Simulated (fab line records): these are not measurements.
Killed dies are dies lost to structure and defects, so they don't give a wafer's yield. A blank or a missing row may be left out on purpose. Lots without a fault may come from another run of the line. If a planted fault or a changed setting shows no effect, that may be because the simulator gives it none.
fab line records / flow n5Finfet
record lots=4 wafers=12 lastDay=17
route steps=1938 shown BEOL_M4@1099 BEOL_M5@1112 BEOL_M15@1819 PASSIVATION@1936
lots that met no fault: from a run of the same line without faults
startH: hours from the record's opening day to when the first of the lot's shown wafers began / waitH: hours elapsed since this lot's preceding step / " identical to the entry in the row above / L1.1+2: a row that stands for several wafers / - either no value or no given start / * or withheld: withheld / < > ~ a bound
route shown NAME@n: NAME is a module with steps in the file, n the number in the route of the first one / usual: mean/standard deviation taken from wafers without a fault / same: alike in all rows / chamber/n: place in a boat / sites: each site's reading / _std_site: the values' standard deviation / _edge_site: inner sites' mean taken away from outer sites' mean / radiusMm: for every site, how far away it sits from the centre of the wafer / mask NAME#n: copy n / behind: the most recent tool/chamber to have shaped the wafer / hold: what put the lot on hold/how long, in hours/how the hold closed / device: transistor that didn't switch, given as n, p or np / end of line: the tests these same wafers got at the end of their route / a step without rows: its recipe alone / killed: dies lost to structure and defects at the first sort, not the wafer's yield / map: shows each die of a wafer: x if killed, . if not, _ if none is there
set.NAME: the setting as run; set.NAME@STEP: as run at that earlier step / model.NAME: the simulator's own value behind a step, which no gauge read
lots at some steps of the route; a table a step, a row a wafer
services: a tool's chamber out of use, with start hour (startH, from the record's first day; less than 0 if before it), hours out, and reason
## steps
# step N5_BEOL_M4_ANNEAL_95
# recipe tempC=400 timeS=240 ambient=vacuum
# step N5_BEOL_M4_SPUTTER_96
# recipe material=Cu targetThkA=45 tempC=-20 chamberPressurePa=0.07 powerW=withheld timeS=8.29
# step N5_BEOL_M4_ECD_50
# recipe material=Cu targetThkA=3000
# step N5_BEOL_M4_ANNEAL_51
# recipe tempC=225 timeS=90 ambient=N2
# step N5_BEOL_M4_CMP_52
# recipe stopOn=SiOC tOverpolishS=6.8 downForcePsi=1 platenRpm=50 clearingPlatenDownForcePsi=1.5 clearingPlatenRpm=50 postCmpClean=cuAlkaline targetThkNm=40 clearingPlatenPadVelocityMS=0.99484 padVelocityMS=0.99484
# step N5_BEOL_M4_PRE_CLEAN_60
# recipe gas=NH3/H2 timeS=15 tempC=* rfPowerW=300
# step N5_BEOL_M4_CO_CAP_55
# recipe material=Co targetThkA=20 tempC=200 precursor=CCTBA/H2 pressureTorr=30 timeS=102.1
# step N5_BEOL_M4_PRE_CLEAN_56
# recipe gas=NH3 timeS=15 tempC=withheld rfPowerW=300
# step N5_BEOL_M4_DEP_57
# recipe material=SiCN targetThkA=80 tempC=withheld precursor=3MS/NH3 pressureTorr=3 rfW=202 timeS=14
# step N5_BEOL_M4_RC_MEAS_101
# usual DIBL_N=36.3/1.6 DIBL_P=36.4/2.1 IOFF_N=0.16/0.032 IOFF_P=0.22/0.044 ION_N=675/12 ION_P=463/8.3 SS_N=71.6/0.64 SS_P=73.3/0.67 VT_N=250/3.3 VT_P=-250/3.7
lot.wafer=L842.1 tool=prober-01 chamber=0 startH=252.31 waitH=0.0 DIBL_N[mV/V]=35.3 DIBL_P[mV/V]=37.2 IOFF_N[nA/um]=0.15 IOFF_P[nA/um]=0.23 ION_N[uA/um]=675 ION_P[uA/um]=466 SS_N[mV/dec]=72.0 SS_P[mV/dec]=73.5 VT_N[mV]=252 VT_P[mV]=-248
lot.wafer=L842.4 tool=prober-01 chamber=0 startH=252.31 waitH=0.0 DIBL_N[mV/V]=38.3 DIBL_P[mV/V]=40.3 IOFF_N[nA/um]=0.20 IOFF_P[nA/um]=0.29 ION_N[uA/um]=687 ION_P[uA/um]=474 SS_N[mV/dec]=72.6 SS_P[mV/dec]=74.3 VT_N[mV]=250 VT_P[mV]=-244
lot.wafer=L842.6 tool=prober-01 chamber=0 startH=252.31 waitH=0.0 DIBL_N[mV/V]=37.8 DIBL_P[mV/V]=39.4 IOFF_N[nA/um]=0.19 IOFF_P[nA/um]=0.27 ION_N[uA/um]=676 ION_P[uA/um]=463 SS_N[mV/dec]=72.0 SS_P[mV/dec]=74.6 VT_N[mV]=248 VT_P[mV]=-247
lot.wafer=L844.3 tool=prober-02 chamber=0 startH=257.31 waitH=0.3 DIBL_N[mV/V]=34.0 DIBL_P[mV/V]=34.5 IOFF_N[nA/um]=0.13 IOFF_P[nA/um]=0.16 ION_N[uA/um]=660 ION_P[uA/um]=454 SS_N[mV/dec]=70.5 SS_P[mV/dec]=73.1 VT_N[mV]=253 VT_P[mV]=-255
lot.wafer=L844.4 tool=prober-02 chamber=0 startH=257.31 waitH=0.3 DIBL_N[mV/V]=38.1 DIBL_P[mV/V]=38.6 IOFF_N[nA/um]=0.21 IOFF_P[nA/um]=0.22 ION_N[uA/um]=677 ION_P[uA/um]=456 SS_N[mV/dec]=71.4 SS_P[mV/dec]=73.3 VT_N[mV]=247 VT_P[mV]=-252
lot.wafer=L844.5 tool=prober-02 chamber=0 startH=257.31 waitH=0.3 DIBL_N[mV/V]=35.2 DIBL_P[mV/V]=34.8 IOFF_N[nA/um]=0.14 IOFF_P[nA/um]=0.17 ION_N[uA/um]=674 ION_P[uA/um]=455 SS_N[mV/dec]=70.7 SS_P[mV/dec]=73.0 VT_N[mV]=253 VT_P[mV]=-255
lot.wafer=L847.1 tool=prober-01 chamber=0 startH=279.39 waitH=0.0 DIBL_N[mV/V]=36.9 DIBL_P[mV/V]=37.0 IOFF_N[nA/um]=0.15 IOFF_P[nA/um]=0.22 ION_N[uA/um]=674 ION_P[uA/um]=455 SS_N[mV/dec]=71.7 SS_P[mV/dec]=73.8 VT_N[mV]=250 VT_P[mV]=-252
lot.wafer=L847.5 tool=prober-01 chamber=0 startH=279.39 waitH=0.0 DIBL_N[mV/V]=35.9 DIBL_P[mV/V]=36.0 IOFF_N[nA/um]=0.14 IOFF_P[nA/um]=0.20 ION_N[uA/um]=673 ION_P[uA/um]=460 SS_N[mV/dec]=71.3 SS_P[mV/dec]=72.7 VT_N[mV]=253 VT_P[mV]=-254
lot.wafer=L847.6 tool=prober-01 chamber=0 startH=279.39 waitH=0.0 DIBL_N[mV/V]=35.5 DIBL_P[mV/V]=35.3 IOFF_N[nA/um]=0.13 IOFF_P[nA/um]=0.18 ION_N[uA/um]=665 ION_P[uA/um]=455 SS_N[mV/dec]=71.0 SS_P[mV/dec]=72.8 VT_N[mV]=254 VT_P[mV]=-255
lot.wafer=L852.1 tool=prober-01 chamber=0 startH=308.42 waitH=0.0 DIBL_N[mV/V]=37.5 DIBL_P[mV/V]=36.8 IOFF_N[nA/um]=0.18 IOFF_P[nA/um]=0.23 ION_N[uA/um]=678 ION_P[uA/um]=454 SS_N[mV/dec]=72.7 SS_P[mV/dec]=74.0 VT_N[mV]=249 VT_P[mV]=-249
lot.wafer=L852.2 tool=prober-01 chamber=0 startH=308.42 waitH=0.0 DIBL_N[mV/V]=37.8 DIBL_P[mV/V]=36.5 IOFF_N[nA/um]=0.19 IOFF_P[nA/um]=0.23 ION_N[uA/um]=686 ION_P[uA/um]=465 SS_N[mV/dec]=71.9 SS_P[mV/dec]=73.8 VT_N[mV]=247 VT_P[mV]=-249
lot.wafer=L852.6 tool=prober-01 chamber=0 startH=308.42 waitH=0.0 DIBL_N[mV/V]=40.3 DIBL_P[mV/V]=39.5 IOFF_N[nA/um]=0.25 IOFF_P[nA/um]=0.28 ION_N[uA/um]=691 ION_P[uA/um]=457 SS_N[mV/dec]=72.7 SS_P[mV/dec]=74.4 VT_N[mV]=246 VT_P[mV]=-247
# step N5_BEOL_M5_ILD_DEP_00
# recipe material=SiCOH_lowk targetThkA=1406.4 tempC=300 precursor=DEMS/porogen pressureTorr=5 rfW=500 timeS=25.9
# step N5_BEOL_M5_CURE_79
# recipe tempC=385 timeS=240 ambient=He/Ar material=SiCOH_lowk
# step N5_BEOL_M5_PECVD_70
# recipe material=SiO2 targetThkA=160 tempC=400 precursor=TEOS/O2 pressureTorr=5.5 rfW=450 teosFlowSccm=53.8 gas=O2 flowSccm=3000 timeS=18
# step N5_BEOL_M5_HM_DEP_02
# recipe material=TiN targetThkA=200 tempC=25 chamberPressurePa=0.49996
# step N5_BEOL_M5_COAT_59
# recipe resist=SOC tempC=250 timeS=60 spinRpm=1500 resistThkNm=60
# step N5_BEOL_M5_COAT_60
# recipe resist=SiARC tempC=220 timeS=60 spinRpm=1500 resistThkNm=12
# step N5_BEOL_M5_COAT_71
# recipe resist=underlayer tempC=205 timeS=60 spinRpm=1500 resistThkNm=5
# step N5_BEOL_M5_COAT_05
# recipe resist=CAR-EUV spinRpm=1500 resistThkNm=30
# step N5_BEOL_M5_EBR_07
# recipe solvent=PGMEA ebrWidthMm=1.5
# step N5_BEOL_M5_SOFTBAKE_06
# recipe tempC=110 timeS=60 resist=CAR-EUV
# step N5_BEOL_M5_EXPOSE_08
# recipe maskId=M5 na=0.33 sourceShape=annular sigmaInner=0.4 sigmaOuter=0.8 polarization=unpolarized targetCdNm=28 doseMj=35.75
# step N5_BEOL_M5_PEB_09
# recipe pebTempC=100 pebTimeS=60 resist=CAR-EUV
# step N5_BEOL_M5_DEVELOP_10
# recipe developTimeS=30 developer=TMAH resist=CAR-EUV rinseLiquid=surfactantRinse dry=airSpin devTempC=23
# step N5_BEOL_M5_DESCUM_16
# recipe chemistry=O2 timeS=7 sourcePowerW=50 biasPowerW=20 pressureMtorr=20 rfFrequencyHz=2.712e+07 tempC=40 resist=CAR-EUV o2FlowSccm=225
# step N5_BEOL_M5_ETCH_72
# recipe chemistry=N2/H2 target=underlayer targetDepthA=65 maskMaterial=CAR-EUV timeS=5.2 ionEnergyEv=200 pressureMtorr=30 sourceW=840 biasW=150 n2FlowSccm=200 h2FlowSccm=200 ends=cleared
# step N5_BEOL_M5_ETCH_61
# recipe chemistry=CF4 target=SiARC targetDepthA=156 maskMaterial=CAR-EUV timeS=26 ionEnergyEv=80 pressureMtorr=40 sourceW=545 biasW=36 Ar_flow_sccm=100 cf4FlowSccm=100 ends=cleared
# step N5_BEOL_M5_ETCH_62
# recipe chemistry=N2/H2 target=SOC targetDepthA=750 overetchA=150 maskMaterial=SiARC tempC=40 timeS=112.5 ionEnergyEv=200 pressureMtorr=30 sourceW=840 biasW=150 n2FlowSccm=200 h2FlowSccm=200
# step N5_BEOL_M5_STRIP_63
# recipe chemistry=N2/H2 tempC=40 n2FlowSccm=200 h2FlowSccm=200 rfFrequencyHz=6e+07
# step N5_BEOL_M5_STRIP_73
# recipe chemistry=N2/H2 tempC=40 n2FlowSccm=200 h2FlowSccm=200 rfFrequencyHz=6e+07
# step N5_BEOL_M5_STRIP_64
# recipe chemistry=CF4 resist=SiARC powerW=300 biasPowerW=75 pressureMtorr=50 cf4FlowSccm=150 rfFrequencyHz=6e+07
# step N5_BEOL_M5_HM_OPEN_17
# recipe chemistry=Cl2/BCl3 targetDepthA=200 overetchA=60 target=TiN maskMaterial=SOC ionEnergyEv=150 pressureMtorr=10 icpW=1000 biasW=126 Cl2_flow_sccm=53.25 bcl3FlowSccm=21.75 Ar_flow_sccm=25
# step N5_BEOL_M5_STRIP_19
# recipe chemistry=O2 powerW=400 tempC=40 pressureMtorr=30 rfFrequencyHz=6e+07 biasPowerW=0 overashFraction=0.2 o2FlowSccm=225
# step N5_BEOL_M5_COAT_65
# recipe resist=SOC tempC=250 timeS=60 spinRpm=1500 resistThkNm=60
# step N5_BEOL_M5_COAT_66
# recipe resist=SiARC tempC=220 timeS=60 spinRpm=1500 resistThkNm=12
# step N5_BEOL_M15_SPUTTER_43
# recipe material=TaN targetThkA=150 tempC=50 biasV=168.6 powerW=15000 chamberPressurePa=0.12 timeS=24.19
# usual biasV=168.8/1.7 cathodeDcPowerW=15000/2.8 susceptorTempC=50.00/0.1 throttleValvePct=29.7/0.91
lot.wafer=L842.1 tool=pvdSputter-01 chamber=- startH=343.83 waitH=0.0 biasV=- cathodeDcPowerW=- susceptorTempC=- throttleValvePct=-
lot.wafer=L842.4 tool=pvdSputter-01 chamber=- startH=343.83 waitH=0.0 biasV=- cathodeDcPowerW=- susceptorTempC=- throttleValvePct=-
lot.wafer=L842.6 tool=pvdSputter-01 chamber=- startH=343.83 waitH=0.0 biasV=- cathodeDcPowerW=- susceptorTempC=- throttleValvePct=-
lot.wafer=L844.3 tool=pvdSputter-01 chamber=- startH=346.77 waitH=0.0 biasV=- cathodeDcPowerW=- susceptorTempC=- throttleValvePct=-
lot.wafer=L844.4 tool=pvdSputter-01 chamber=- startH=346.77 waitH=0.0 biasV=- cathodeDcPowerW=- susceptorTempC=- throttleValvePct=-
lot.wafer=L844.5 tool=pvdSputter-01 chamber=- startH=346.77 waitH=0.0 biasV=- cathodeDcPowerW=- susceptorTempC=- throttleValvePct=-
lot.wafer=L847.1 tool=pvdSputter-01 chamber=- startH=366.93 waitH=0.0 biasV=167.7 cathodeDcPowerW=15004 susceptorTempC=49.85 throttleValvePct=29.8
lot.wafer=L847.5 tool=pvdSputter-01 chamber=- startH=366.93 waitH=0.0 biasV=166.7 cathodeDcPowerW=15001 susceptorTempC=49.67 throttleValvePct=31.6
lot.wafer=L847.6 tool=pvdSputter-01 chamber=- startH=366.93 waitH=0.0 biasV=170.1 cathodeDcPowerW=15001 susceptorTempC=49.83 throttleValvePct=28.6
lot.wafer=L852.1 tool=pvdSputter-02 chamber=- startH=396.45 waitH=0.0 biasV=167.8 cathodeDcPowerW=14998 susceptorTempC=50.23 throttleValvePct=29.5
lot.wafer=L852.2 tool=pvdSputter-02 chamber=- startH=396.45 waitH=0.0 biasV=166.1 cathodeDcPowerW=15005 susceptorTempC=49.96 throttleValvePct=30.1
lot.wafer=L852.6 tool=pvdSputter-02 chamber=- startH=396.45 waitH=0.0 biasV=166.9 cathodeDcPowerW=14997 susceptorTempC=50.31 throttleValvePct=29.6
# step N5_BEOL_M15_CMP_49
# recipe stopOn=SiO2 tOverpolishS=4.9 downForcePsi=2 platenRpm=80 clearingPlatenDownForcePsi=2 clearingPlatenRpm=80 postCmpClean=cuAlkaline targetThkNm=850 clearingPlatenPadVelocityMS=1.5917 padVelocityMS=1.5917
# usual barrierFieldEndpointS=11.31/0.26 motorCurrentA=8.1/0.89 platenRpm=79.99/0.055
lot.wafer=L842.1 tool=cmp-02 chamber=2 startH=345.53 waitH=0.5 barrierFieldEndpointS=5.77 motorCurrentA=8.9 platenRpm=79.96
lot.wafer=L842.4 tool=cmp-02 chamber=1 startH=345.53 waitH=0.5 barrierFieldEndpointS=5.54 motorCurrentA=8.0 platenRpm=80.08
lot.wafer=L842.6 tool=cmp-02 chamber=2 startH=345.53 waitH=0.5 barrierFieldEndpointS=5.75 motorCurrentA=8.4 platenRpm=79.95
lot.wafer=L844.4 tool=cmp-02 chamber=2 startH=347.83 waitH=0.2 barrierFieldEndpointS=5.87 motorCurrentA=8.1 platenRpm=80.13
lot.wafer=L844.3 tool=cmp-02 chamber=0 startH=347.83 waitH=0.2 barrierFieldEndpointS=5.75 motorCurrentA=9.5 platenRpm=80.08
lot.wafer=L844.5 tool=cmp-02 chamber=1 startH=347.83 waitH=0.2 barrierFieldEndpointS=5.73 motorCurrentA=7.8 platenRpm=80.09
lot.wafer=L847.1 tool=cmp-03 chamber=3 startH=367.82 waitH=0.3 barrierFieldEndpointS=11.57 motorCurrentA=7.9 platenRpm=79.95
lot.wafer=L847.5 tool=cmp-03 chamber=2 startH=367.82 waitH=0.3 barrierFieldEndpointS=11.45 motorCurrentA=7.6 platenRpm=79.97
lot.wafer=L847.6 tool=cmp-03 chamber=3 startH=367.82 waitH=0.3 barrierFieldEndpointS=11.26 motorCurrentA=7.9 platenRpm=79.95
lot.wafer=L852.2 tool=cmp-03 chamber=3 startH=397.34 waitH=0.3 barrierFieldEndpointS=11.55 motorCurrentA=7.9 platenRpm=80.00
lot.wafer=L852.1 tool=cmp-03 chamber=0 startH=397.34 waitH=0.3 barrierFieldEndpointS=11.50 motorCurrentA=7.9 platenRpm=80.04
lot.wafer=L852.6 tool=cmp-03 chamber=1 startH=397.34 waitH=0.3 barrierFieldEndpointS=11.43 motorCurrentA=7.2 platenRpm=80.00
# step N5_PASSIVATION_PROBE_49
# usual defectLimitedYield=91.4/1.2 killed_at_M0_to_M3=35/11 killed_at_M4_up=14/6 killedAtContacts=12/6.7 killedAtFrontEnd=37/9.7 killedAtOther=3.5/2.5 killedDies=102/15 killedOnRim=13/3.6 killedOpen=67/12 killedShort=33/7.3 sort_bin_5_function=5.1/0.81 sort_bin_6_memory=3.2/0.65 sortNPass=1078/15 sortYieldPct=91.4/1.2
# same grossDies=1180 killedAtBackSide=0 sort_bin_4_leakage[%]=0 sort_bin_8_speed[%]=0
lot.wafer=L842.1 tool=prober-01 chamber=- startH=359.73 waitH=0.0 defectLimitedYield[%]=84.4 killed_at_M0_to_M3=28 killed_at_M4_up=112 killedAtContacts=6 killedAtFrontEnd=33 killedAtOther=5 killedDies=184 killedOnRim=10 killedOpen=46 killedShort=32 sort_bin_5_function[%]=12.9 sort_bin_6_memory[%]=2.3 sortNPass=996 sortYieldPct[%]=84.4
lot.wafer=L842.4 tool=prober-01 chamber=- startH=359.88 waitH=0.2 defectLimitedYield[%]=83.2 killed_at_M0_to_M3=48 killed_at_M4_up=103 killedAtContacts=7 killedAtFrontEnd=39 killedAtOther=1 killedDies=198 killedOnRim=42 killedOpen=72 killedShort=31 sort_bin_5_function[%]=12.6 sort_bin_6_memory[%]=3.6 sortNPass=982 sortYieldPct[%]=83.2
lot.wafer=L842.6 tool=prober-01 chamber=- startH=359.98 waitH=0.3 defectLimitedYield[%]=84.8 killed_at_M0_to_M3=29 killed_at_M4_up=94 killedAtContacts=11 killedAtFrontEnd=41 killedAtOther=4 killedDies=179 killedOnRim=51 killedOpen=65 killedShort=34 sort_bin_5_function[%]=11.8 sort_bin_6_memory[%]=3.0 sortNPass=1001 sortYieldPct[%]=84.8
lot.wafer=L844.3 tool=prober-02 chamber=- startH=360.64 waitH=0.1 defectLimitedYield[%]=82.7 killed_at_M0_to_M3=47 killed_at_M4_up=111 killedAtContacts=12 killedAtFrontEnd=31 killedAtOther=3 killedDies=204 killedOnRim=18 killedOpen=75 killedShort=42 sort_bin_5_function[%]=12.8 sort_bin_6_memory[%]=4.2 sortNPass=976 sortYieldPct[%]=82.7
lot.wafer=L844.4 tool=prober-02 chamber=- startH=360.69 waitH=0.2 defectLimitedYield[%]=85.7 killed_at_M0_to_M3=34 killed_at_M4_up=97 killedAtContacts=18 killedAtFrontEnd=19 killedAtOther=1 killedDies=169 killedOnRim=52 killedOpen=53 killedShort=29 sort_bin_5_function[%]=10.9 sort_bin_6_memory[%]=2.8 sortNPass=1011 sortYieldPct[%]=85.7
lot.wafer=L844.5 tool=prober-02 chamber=- startH=360.74 waitH=0.2 defectLimitedYield[%]=86.7 killed_at_M0_to_M3=22 killed_at_M4_up=91 killedAtContacts=14 killedAtFrontEnd=29 killedAtOther=1 killedDies=157 killedOnRim=15 killedOpen=51 killedShort=28 sort_bin_5_function[%]=10.4 sort_bin_6_memory[%]=2.6 sortNPass=1023 sortYieldPct[%]=86.7
lot.wafer=L847.1 tool=prober-02 chamber=- startH=381.54 waitH=0.3 defectLimitedYield[%]=90.3 killed_at_M0_to_M3=32 killed_at_M4_up=31 killedAtContacts=19 killedAtFrontEnd=24 killedAtOther=8 killedDies=114 killedOnRim=18 killedOpen=87 killedShort=26 sort_bin_5_function[%]=6.2 sort_bin_6_memory[%]=3.4 sortNPass=1066 sortYieldPct[%]=90.3
lot.wafer=L847.5 tool=prober-02 chamber=- startH=381.74 waitH=0.5 defectLimitedYield[%]=89.9 killed_at_M0_to_M3=44 killed_at_M4_up=34 killedAtContacts=9 killedAtFrontEnd=23 killedAtOther=9 killedDies=119 killedOnRim=14 killedOpen=91 killedShort=27 sort_bin_5_function[%]=6.1 sort_bin_6_memory[%]=3.6 sortNPass=1061 sortYieldPct[%]=89.9
lot.wafer=L847.6 tool=prober-02 chamber=- startH=381.79 waitH=0.5 defectLimitedYield[%]=91.9 killed_at_M0_to_M3=34 killed_at_M4_up=19 killedAtContacts=6 killedAtFrontEnd=36 killedAtOther=1 killedDies=96 killedOnRim=17 killedOpen=67 killedShort=28 sort_bin_5_function[%]=5.5 sort_bin_6_memory[%]=2.4 sortNPass=1084 sortYieldPct[%]=91.9
lot.wafer=L852.1 tool=prober-01 chamber=- startH=414.70 waitH=0.0 defectLimitedYield[%]=89.6 killed_at_M0_to_M3=48 killed_at_M4_up=14 killedAtContacts=12 killedAtFrontEnd=47 killedAtOther=2 killedDies=123 killedOnRim=15 killedOpen=80 killedShort=35 sort_bin_5_function[%]=5.6 sort_bin_6_memory[%]=3.8 sortNPass=1057 sortYieldPct[%]=89.6
lot.wafer=L852.2 tool=prober-01 chamber=- startH=414.75 waitH=0.1 defectLimitedYield[%]=91.3 killed_at_M0_to_M3=33 killed_at_M4_up=13 killedAtContacts=20 killedAtFrontEnd=33 killedAtOther=4 killedDies=103 killedOnRim=16 killedOpen=65 killedShort=37 sort_bin_5_function[%]=4.7 sort_bin_6_memory[%]=3.7 sortNPass=1077 sortYieldPct[%]=91.3
lot.wafer=L852.6 tool=prober-01 chamber=- startH=414.95 waitH=0.3 defectLimitedYield[%]=90.9 killed_at_M0_to_M3=44 killed_at_M4_up=12 killedAtContacts=12 killedAtFrontEnd=37 killedAtOther=2 killedDies=107 killedOnRim=15 killedOpen=70 killedShort=36 sort_bin_5_function[%]=5.1 sort_bin_6_memory[%]=3.4 sortNPass=1073 sortYieldPct[%]=90.9
# killed by level:class
L842.1 BEOL_M15:areaSputter=104 FIN_SAQP:geometricParticle:open=9 FIN_SAQP:geometricParticle:short=7 MOL_CONTACT_COAG:geometricParticle:open=6 BEOL_M2:geometricParticle:open=5 GATE_CUT:geometricParticle:short=4 BEOL_M1:geometricParticle:short=4 BEOL_M3:geometricParticle:open=4
L842.4 BEOL_M15:areaSputter=95 BEOL_M1:geometricParticle:open=13 FIN_SAQP:geometricParticle:open=9 BEOL_M1:geometricParticle:short=8 FIN_SAQP:geometricParticle:short=7 MOL_CONTACT_COAG:geometricParticle:open=7 BEOL_M0_SAQP:geometricParticle:open=6 GATE_CUT:geometricParticle:open=6
L842.6 BEOL_M15:areaSputter=80 FIN_SAQP:geometricParticle:short=9 MOL_CONTACT_COAG:geometricParticle:open=9 DUMMY_GATE:geometricParticle:open=8 BEOL_M4:geometricParticle:open=8 BEOL_M3:geometricParticle:open=6 STI_FIN_REVEAL:geometricParticle:open=6 BEOL_M0_SAQP:geometricParticle:short=6
L844.3 BEOL_M15:areaSputter=86 BEOL_M2:geometricParticle:open=15 BEOL_M4:geometricParticle:open=11 MOL_CONTACT_COAG:geometricParticle:open=10 FIN_SAQP:geometricParticle:short=7 GATE_CUT:geometricParticle:short=7 BEOL_M1:geometricParticle:open=7 BEOL_M3:geometricParticle:open=5
L844.4 BEOL_M15:areaSputter=87 MOL_CONTACT_COAG:geometricParticle:open=14 BEOL_M2:geometricParticle:open=7 BEOL_M3:geometricParticle:open=7 BEOL_M2:geometricParticle:short=6 BEOL_M0_SAQP:geometricParticle:open=5 MOL_CONTACT_COAG:geometricParticle:short=4 BEOL_M4:geometricParticle:open=4
L844.5 BEOL_M15:areaSputter=77 MOL_CONTACT_COAG:geometricParticle:open=13 FIN_SAQP:geometricParticle:short=8 BEOL_M4:geometricParticle:open=8 BEOL_M2:geometricParticle:open=5 FIN_SAQP:geometricParticle:open=4 BEOL_M0:geometricParticle:short=4 STARTING-WAFER:geometricParticle:short=4
L847.1 MOL_CONTACT_COAG:geometricParticle:open=17 BEOL_M4:geometricParticle:open=14 BEOL_M3:geometricParticle:open=13 STI_FIN_REVEAL:geometricParticle:open=11 BEOL_M0_SAQP:geometricParticle:short=6 BEOL_M1:geometricParticle:open=5 BEOL_M6:geometricParticle:open=5 BEOL_M0_SAQP:geometricParticle:open=4
L847.5 BEOL_M4:geometricParticle:open=16 BEOL_M1:geometricParticle:open=14 MOL_CONTACT_COAG:geometricParticle:open=8 BEOL_M2:geometricParticle:open=8 FIN_SAQP:geometricParticle:open=7 BEOL_M0_SAQP:geometricParticle:open=7 STI_FIN_REVEAL:geometricParticle:open=6 BEOL_M1:geometricParticle:short=6
L847.6 BEOL_M3:geometricParticle:open=13 BEOL_M4:geometricParticle:open=9 STI_FIN_REVEAL:geometricParticle:open=8 BEOL_M1:geometricParticle:open=6 GATE_CUT:geometricParticle:short=5 MOL_CONTACT_COAG:geometricParticle:open=5 BEOL_M2:geometricParticle:open=5 FIN_SAQP:geometricParticle:short=4
L852.1 BEOL_M0_SAQP:geometricParticle:open=14 BEOL_M3:geometricParticle:open=14 STI_FIN_REVEAL:geometricParticle:open=13 FIN_SAQP:geometricParticle:short=12 BEOL_M0_SAQP:geometricParticle:short=11 BEOL_M4:geometricParticle:open=10 MOL_CONTACT_COAG:geometricParticle:open=9 HKMG_FIN:areaEtch=8
L852.2 MOL_CONTACT_COAG:geometricParticle:open=16 BEOL_M4:geometricParticle:open=11 BEOL_M0_SAQP:geometricParticle:open=10 BEOL_M0_SAQP:geometricParticle:short=8 STI_FIN_REVEAL:geometricParticle:open=7 FIN_SAQP:geometricParticle:short=6 FIN_SAQP:geometricParticle:open=4 GATE_CUT:geometricParticle:short=4
L852.6 BEOL_M0_SAQP:geometricParticle:short=12 FIN_SAQP:geometricParticle:open=11 MOL_CONTACT_COAG:geometricParticle:open=11 FIN_SAQP:geometricParticle:short=10 BEOL_M0_SAQP:geometricParticle:open=10 BEOL_M2:geometricParticle:open=9 BEOL_M4:geometricParticle:open=7 BEOL_M3:geometricParticle:open=7
# map L842.4 (x killed, . not)
_________________....x.......________________
______________........xx........_____________
___________.............x.......x..__________
__________...x.....................x_________
________...xx........................._______
_______.....x........................x.______
______.......x.........x..x............._____
_____.................................x.x____
____.x...........................x.......x___
___.......x........x..................x....__
___...............x....................xx..__
__x...........x....x.x....x................._
__...........x.........................x...._
_....................x....xx..x..x.....x.x...
_x..x...........x.........x.........x.......x
_xx.......x..x...........x..............x....
_..x...x..............x.....xx........x...x..
_.....................x..................xx..
_................x.............x....x.x.x...x
_......x....x.x...............x.....x....x...
_........x...........x.....x.x........x..x..x
__x...x...........x...................x....x_
__x.x.x........x.........xx........x.xx.x.xx_
___x...x....x.....x...x...xx......x.xxx....__
___..x..x...........x...x...............xx.__
____x....xx...x........x.x......x....x....___
_____.x....x..x......x...........x.....xx____
______x.....x...x..x......x.x.....x..xx._____
_______x..xx..x....x..x.x.....x..xxxx..______
________....x.....x..xx.x.xx...xx...x._______
__________x..xx.x..x.xxxxxx..x..x.xx_________
___________....x.x..x....xx.xxx....__________
______________..x.x..x.x...xx.xx_____________
_________________..x.xxx..xxx________________
# map L844.3 (x killed, . not)
_________________..x.........________________
______________..x.......x...x..x_____________
___________........................__________
__________.x............x..........._________
________x......x.........x...........x_______
_______x..........xx...x...............______
______............x.......x..x.x...x...._____
_____..x........x............x...x.......____
____................xxxx........x....x....___
___..................x......xx.x..........x__
___.x.x.........xxxx..xx..x...........xx...__
__.....x......x............x.......x...x...x_
__.x...........x....x.x....xx.xx....xx......_
_...........xx....x..x...xxxx.x..x.xx..x...x.
_..x..............x.....x...x...x.x..........
_......x......x.x.x...x.x..xx...x............
_....x........x.x...........x..x...x.....x...
_...x.........x.xx....xx.x..x...x.....x.....x
_..x..........x......x....x...............xxx
_.x.x.............x.xxx..xx.....xx..x.....xx.
_........x....xx...xxx.x.xx..x...............
__........xx......x....xx.xx.x.x...x.....x.._
__.......xx............xx......xxx..x......._
___.............xx.xxx....xx.x.x...xxx.....__
___........x..............x.x.....x........__
____.....x....x.x.....x...................___
_____xx..........x..........xx........x..____
______.xx.x.x...x..x..x................x_____
_______..............x.................______
________.........................x...._______
__________...x...x...x..x.xxx......._________
___________.........x..x...........__________
______________...............x.._____________
_________________............________________
## services
tool=cmp-03 chamber=- startH=338.77 hours=7.0 kind=repair
tool=cmp-03 chamber=- startH=355.51 hours=4.0 kind=pm
tool=cmp-03 chamber=- startH=359.51 hours=- kind=consumableReplace:conditioner
tool=cmp-03 chamber=- startH=359.51 hours=- kind=consumableReplace:pad
tool=pvdSputter-01 chamber=- startH=376.86 hours=2.8 kind=repair
tool=cmp-02 chamber=- startH=395.86 hours=1.0 kind=repair
## key
firstSign step=N5_BEOL_M15_SPUTTER_43 reading=toolRecord direction=missing
effect step=N5_BEOL_M15_CMP_49 reading=barrierFieldEndpointS direction=down sigmas=22 usual=11.31 struck=5.74
effect step=N5_PASSIVATION_PROBE_49 reading=killed_at_M4_up direction=up sigmas=15 usual=14 struck=101
moreKillsBornAt N5_BEOL_M15_SPUTTER_43@pvdSputter-01=529
metAt N5_BEOL_M15_SPUTTER_43
struckWafers L842.1,L842.4,L842.6,L844.3,L844.4,L844.5
fault kind=skippedStepWhole tool=pvdSputter-01 chamber=- onsetH=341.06 steps=N5_BEOL_M15_SPUTTER_43 scope=struckLotsOnly
